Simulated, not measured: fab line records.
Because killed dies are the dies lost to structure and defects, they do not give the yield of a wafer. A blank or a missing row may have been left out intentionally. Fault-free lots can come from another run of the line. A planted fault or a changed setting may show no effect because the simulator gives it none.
Matching of chambers :: flow n5-finfet :: 4 sister chambers for N5_BEOL_M14_ETCH_59 on rie-diel-01
The step etches BARC in N2/H2, target depth 89 nm, overetch 26.7 nm, time 67.9 s. 20 wafers are shown with their chamber, then 10 later ones without.

== WAFERS PAIRED WITH THEIR CHAMBERS ==
wafer: L074.1
chamber: 3
drypump-motor-current-A (A): 5.1
showerhead-plenum-p-Torr (Torr): 2.31
rf-vpp-V (V): 517.2

wafer: L074.4
chamber: 0
drypump-motor-current-A (A): 6.2
showerhead-plenum-p-Torr (Torr): 2.42
rf-vpp-V (V): 519.3

wafer: L074.6
chamber: 2
drypump-motor-current-A (A): 5.4
showerhead-plenum-p-Torr (Torr): 2.61
rf-vpp-V (V): 524.7

wafer: L075.1
chamber: 3
drypump-motor-current-A (A): 5.1
showerhead-plenum-p-Torr (Torr): 2.31
rf-vpp-V (V): 517.5

wafer: L075.2
chamber: 1
drypump-motor-current-A (A): 6.5
showerhead-plenum-p-Torr (Torr): 2.49
rf-vpp-V (V): 523.1

wafer: L075.6
chamber: 1
drypump-motor-current-A (A): 6.5
showerhead-plenum-p-Torr (Torr): 2.49
rf-vpp-V (V): 521.7

wafer: L079.1
chamber: 2
drypump-motor-current-A (A): 5.4
showerhead-plenum-p-Torr (Torr): 2.60
rf-vpp-V (V): 526.4

wafer: L079.4
chamber: 0
drypump-motor-current-A (A): 6.2
showerhead-plenum-p-Torr (Torr): 2.41
rf-vpp-V (V): 521.1

wafer: L079.6
chamber: 2
drypump-motor-current-A (A): 5.4
showerhead-plenum-p-Torr (Torr): 2.60
rf-vpp-V (V): 523.4

wafer: L083.2
chamber: 1
drypump-motor-current-A (A): 6.4
showerhead-plenum-p-Torr (Torr): 2.47
rf-vpp-V (V): 520.6

wafer: L083.3
chamber: 3
drypump-motor-current-A (A): 5.1
showerhead-plenum-p-Torr (Torr): 2.29
rf-vpp-V (V): 517.0

wafer: L083.6
chamber: 2
drypump-motor-current-A (A): 5.4
showerhead-plenum-p-Torr (Torr): 2.60
rf-vpp-V (V): 526.1

wafer: L087.1
chamber: 0
drypump-motor-current-A (A): 6.2
showerhead-plenum-p-Torr (Torr): 2.40
rf-vpp-V (V): 520.4

wafer: L087.2
chamber: 2
drypump-motor-current-A (A): 5.4
showerhead-plenum-p-Torr (Torr): 2.60
rf-vpp-V (V): 525.9

wafer: L087.5
chamber: 1
drypump-motor-current-A (A): 6.5
showerhead-plenum-p-Torr (Torr): 2.47
rf-vpp-V (V): 522.5

wafer: L076.3
chamber: 2
drypump-motor-current-A (A): 5.4
showerhead-plenum-p-Torr (Torr): 2.59
rf-vpp-V (V): 525.3

wafer: L076.4
chamber: 3
drypump-motor-current-A (A): 5.2
showerhead-plenum-p-Torr (Torr): 2.29
rf-vpp-V (V): 516.5

wafer: L076.6
chamber: 0
drypump-motor-current-A (A): 6.2
showerhead-plenum-p-Torr (Torr): 2.40
rf-vpp-V (V): 519.9

wafer: L091.2
chamber: 0
drypump-motor-current-A (A): 6.2
showerhead-plenum-p-Torr (Torr): 2.40
rf-vpp-V (V): 519.8

wafer: L091.5
chamber: 0
drypump-motor-current-A (A): 6.2
showerhead-plenum-p-Torr (Torr): 2.40
rf-vpp-V (V): 520.4

SIGNATURES, as means of the wafers listed above
reading: drypump-motor-current-A
chamber 0: 6.200
chamber 1: 6.475
chamber 2: 5.400
chamber 3: 5.125
scatter within a chamber: 0.0306

reading: showerhead-plenum-p-Torr
chamber 0: 2.4050
chamber 1: 2.4800
chamber 2: 2.6000
chamber 3: 2.3000
scatter within a chamber: 0.00919

reading: rf-vpp-V
chamber 0: 520.150
chamber 1: 521.975
chamber 2: 525.300
chamber 3: 517.050
scatter within a chamber: 0.872
Rule: distance of a wafer from a chamber = root of the sum over the readings of ((wafer's reading minus chamber's mean) / reading's scatter) squared. The wafer belongs to the nearest chamber; if the next one is less than 2 further off, it can't be placed. The scatter: the root of (the sum of the squares of (reading less its chamber's mean) over the shown wafers, divided by (wafers less chambers)).

== WAFERS WHOSE CHAMBER IS MISSING ==
wafer: L091.6
drypump-motor-current-A (A): 6.5
showerhead-plenum-p-Torr (Torr): 2.47
rf-vpp-V (V): 522.4

wafer: L093.2
drypump-motor-current-A (A): 6.4
showerhead-plenum-p-Torr (Torr): 2.46
rf-vpp-V (V): 521.9

wafer: L093.4
drypump-motor-current-A (A): 6.5
showerhead-plenum-p-Torr (Torr): 2.46
rf-vpp-V (V): 521.2

wafer: L093.6
drypump-motor-current-A (A): 5.1
showerhead-plenum-p-Torr (Torr): 2.28
rf-vpp-V (V): 515.9

wafer: L094.1
drypump-motor-current-A (A): 5.4
showerhead-plenum-p-Torr (Torr): 2.59
rf-vpp-V (V): 525.8

wafer: L094.3
drypump-motor-current-A (A): 6.5
showerhead-plenum-p-Torr (Torr): 2.46
rf-vpp-V (V): 520.7

wafer: L094.4
drypump-motor-current-A (A): 5.4
showerhead-plenum-p-Torr (Torr): 2.59
rf-vpp-V (V): 524.7

wafer: L097.1
drypump-motor-current-A (A): 6.5
showerhead-plenum-p-Torr (Torr): 2.46
rf-vpp-V (V): 521.6

wafer: L097.5
drypump-motor-current-A (A): 5.4
showerhead-plenum-p-Torr (Torr): 2.59
rf-vpp-V (V): 526.0

wafer: L097.6
drypump-motor-current-A (A): 6.2
showerhead-plenum-p-Torr (Torr): 2.39
rf-vpp-V (V): 518.9

== EACH ONE'S CHAMBER ==
wafer: L091.6
from the rows above: 1
in truth: 1

wafer: L093.2
from the rows above: 1
in truth: 1

wafer: L093.4
from the rows above: 1
in truth: 1

wafer: L093.6
from the rows above: 3
in truth: 3

wafer: L094.1
from the rows above: 2
in truth: 2

wafer: L094.3
from the rows above: 1
in truth: 1

wafer: L094.4
from the rows above: 2
in truth: 2

wafer: L097.1
from the rows above: 1
in truth: 1

wafer: L097.5
from the rows above: 2
in truth: 2

wafer: L097.6
from the rows above: 0
in truth: 0
Correct placement for 10 of the 10. Not placeable from these rows: 0. Wrongly placed: 0.
